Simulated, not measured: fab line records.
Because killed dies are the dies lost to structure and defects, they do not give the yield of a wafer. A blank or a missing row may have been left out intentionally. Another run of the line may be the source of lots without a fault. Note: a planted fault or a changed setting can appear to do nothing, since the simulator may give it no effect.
Matching of chambers | flow n5Finfet | cmp-04 running N5_BEOL_M8_CMP_52: 4 sister chambers
The step polishes, stops on SiCOH lowk, t overpolish 6.9 s, target thk 80 nm. 18 wafers are shown with their chamber, then 9 later ones without.

## WAFERS, EACH WITH ITS CHAMBER
wafer  | chamber | timeToEndpointS (s) | motorCurrentA (A) | barrierFieldEndpointS (s)
L075.2 | 1       | 55                  | 6.04              | 27.4
L075.5 | 0       | 64                  | 6.28              | 28.7
L075.6 | 3       | 65                  | 6.39              | 28.5
L074.2 | 3       | 63                  | 6.48              | 27.7
L074.4 | 0       | 60                  | 6.23              | 27.5
L074.6 | 1       | 55                  | 5.78              | 26.4
L077.1 | 0       | 63                  | 6.26              | 28.5
L077.2 | 1       | 57                  | 5.95              | 28.6
L077.5 | 1       | 56                  | 6.16              | 28.5
L080.2 | 3       | 69                  | 6.29              | 28.0
L080.4 | 0       | 62                  | 6.35              | 28.4
L080.5 | 2       | 58                  | 6.37              | 27.3
L078.1 | 2       | 60                  | 6.28              | 27.4
L078.4 | 3       | 67                  | 6.67              | 28.8
L078.6 | 0       | 65                  | 6.21              | 28.5
L082.3 | 2       | 56                  | 6.23              | 27.5
L082.5 | 0       | 64                  | 6.11              | 28.3
L082.6 | 1       | 54                  | 6.10              | 27.2

SIGNATURES (means of the wafers above)
reading               | chamber 0 | chamber 1 | chamber 2 | chamber 3 | scatter within a chamber
timeToEndpointS       | 63.00     | 55.40     | 58.00     | 66.00     | 1.87
motorCurrentA         | 6.2400    | 6.0060    | 6.2933    | 6.4575    | 0.122
barrierFieldEndpointS | 28.317    | 27.620    | 27.400    | 28.250    | 0.603
Rule: a wafer lies at a distance from a chamber equal to the root of the sum of squares, over the readings, of (its reading less the chamber's mean, divided by the reading's scatter). The wafer belongs to the nearest chamber; if the next one is less than 2 further off, it can't be placed. The scatter: the root of (the sum of the squares of (reading less its chamber's mean) over the shown wafers, divided by (wafers less chambers)).

## WAFERS WITH NO CHAMBER GIVEN
wafer  | timeToEndpointS (s) | motorCurrentA (A) | barrierFieldEndpointS (s)
L089.1 | 61                  | 6.28              | 28.0
L089.4 | 57                  | 6.64              | 27.5
L089.6 | 58                  | 6.12              | 27.9
L094.1 | 61                  | 6.03              | 27.5
L094.4 | 69                  | 6.38              | 30.7
L094.6 | 59                  | 6.21              | 27.8
L095.2 | 69                  | 6.06              | 29.5
L095.5 | 58                  | 5.81              | 28.7
L095.6 | 65                  | 5.86              | 28.1

## THE CHAMBER EACH PASSED THROUGH
wafer  | from the rows above          | in truth
L089.1 | can't be placed: 0 or 2 or 3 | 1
L089.4 | can't be placed: 2 or 0      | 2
L089.6 | can't be placed: 2 or 1 or 0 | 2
L094.1 | can't be placed: 0 or 2 or 1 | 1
L094.4 | can't be placed: 3 or 0      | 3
L094.6 | can't be placed: 2 or 0 or 1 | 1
L095.2 | can't be placed: 0 or 3      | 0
L095.5 | can't be placed: 1 or 0 or 2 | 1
L095.6 | can't be placed: 0 or 3 or 2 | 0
Correctly placed: 0 of 9. Can't be placed from these rows: 9 (the true chamber is among the candidates in 8). Wrongly placed: 0.
